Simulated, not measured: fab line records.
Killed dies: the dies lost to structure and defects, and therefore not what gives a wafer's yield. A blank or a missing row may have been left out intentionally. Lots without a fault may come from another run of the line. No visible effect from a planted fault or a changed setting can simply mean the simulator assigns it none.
8D (eight disciplines) problem report, filled in by code	flow n5-finfet	the parts of the form that need people (team, actions taken, sign-off) are left out

== 1. PROBLEM STATEMENT ==
Mean of trench-depth-nm at N5_STI_FIN_REVEAL_FIN_H_MEAS_10: 42.9 nm across 2 wafers in 2 lots; on wafers with no fault it is 52.3 nm (standard deviation 0.78). That puts it -12 standard deviations away from the usual mean.
First observed at day 5 22:22: wafer L784.4, on ocd-02. Wafers with a number at this step in the record: 33, from 13 lots. By rule, "out" or "out of limits" means more than 4 standard deviations away from the usual mean. The other wafers with a number count as sound.

== 2. WHAT IT IS, WHAT IT ISN'T ==
question	is	is not
which readings at this step	trench-depth-nm	-
which lots	L784, L786	L771, L772, L773, L774, L775, L776, L777, L779, L791, L792, L794
which wafers of those lots	L784.4, L786.4	L784.3, L786.1, L786.6
read on which gauges	ocd-02	ocd-01
when	from day 5 22:22	up to then (20 sound wafers); but 11 sound wafers of L786, L791, L792, L794 came after

== 3. WHAT RULES OUT EACH SUSPECT ==
Counting: any tool at a process step up to the reading remains a suspect provided it ran every lot that is out. Sound lots after the first of them don't rule it out here, since some wafers of a struck lot are sound.
- the gauge at N5_STI_FIN_REVEAL_FIN_H_MEAS_10: kept. All the wafers that are out were read on ocd-02, and no step on other tools shows them out.
- vapor-etch-01 at N5_STI_FIN_REVEAL_RECESS_09 (chemistry HF/NH3, target SiO2, afs cycles 11, target depth 42.5 nm, sublimation time 60 s): kept. Ran every lot that is out, first one L784 (day 5 20:11); last sound lot up to then L777 (day 3 23:59).
- rie-si-01 at N5_STI_FIN_REVEAL_ETCH_34 (etches Si in H2, material Si, target depth 0.97 nm): kept. Ran every lot that is out, first one L784 (day 5 21:44); last sound lot up to then L776 (day 3 18:53).
- Within rie-si-01 at N5_STI_FIN_REVEAL_ETCH_34: the wafers that are out ran in chambers 0, 2; their sound lot-mates ran in chamber 3.
The count leaves vapor-etch-01 at N5_STI_FIN_REVEAL_RECESS_09, rie-si-01 at N5_STI_FIN_REVEAL_ETCH_34, and ocd-02 at N5_STI_FIN_REVEAL_FIN_H_MEAS_10.

== 4. THE CAUSE (what the simulator had put in) ==
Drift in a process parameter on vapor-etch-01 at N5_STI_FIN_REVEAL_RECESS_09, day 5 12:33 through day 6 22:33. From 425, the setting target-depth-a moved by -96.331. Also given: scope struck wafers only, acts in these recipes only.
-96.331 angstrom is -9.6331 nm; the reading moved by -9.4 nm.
This tool is one of the 3 suspects left after counting.

== 5. THE EFFECT CHAIN, in route order ==
Rows list readings where the struck wafers' mean (over those with a number) sits beyond 3 standard deviations from the usual. Readings are gone through only where the record gives a usual standard deviation; hours: the median, over the lots, of the time from a lot's start at the first step in this table giving one to that lot's start at this step; sigmas: the change measured in usual standard deviations.
hours	step	reading	usual	on struck wafers	change	sigmas
0	N5_STI_FIN_REVEAL_FIN_H_MEAS_10	trench-depth-nm	52.3 nm	42.9	-9.4	-12

== 6. HOW IT WOULD HAVE BEEN CAUGHT EARLIER ==
Counted from the fault's start at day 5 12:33, it took 10 hours until the first out-of-limits reading at a measuring or inspecting step in this record, taken at day 5 22:22.
Of the tool readings at N5_STI_FIN_REVEAL_RECESS_09 for which the record gives a usual standard deviation, none was out on any struck wafer, so an alarm limit of 4 standard deviations on them would not have fired.
Lots out: 2; of these, L786 started N5_STI_FIN_REVEAL_RECESS_09 on vapor-etch-01 after day 5 22:22. A hold on the tool at that time would have spared it.
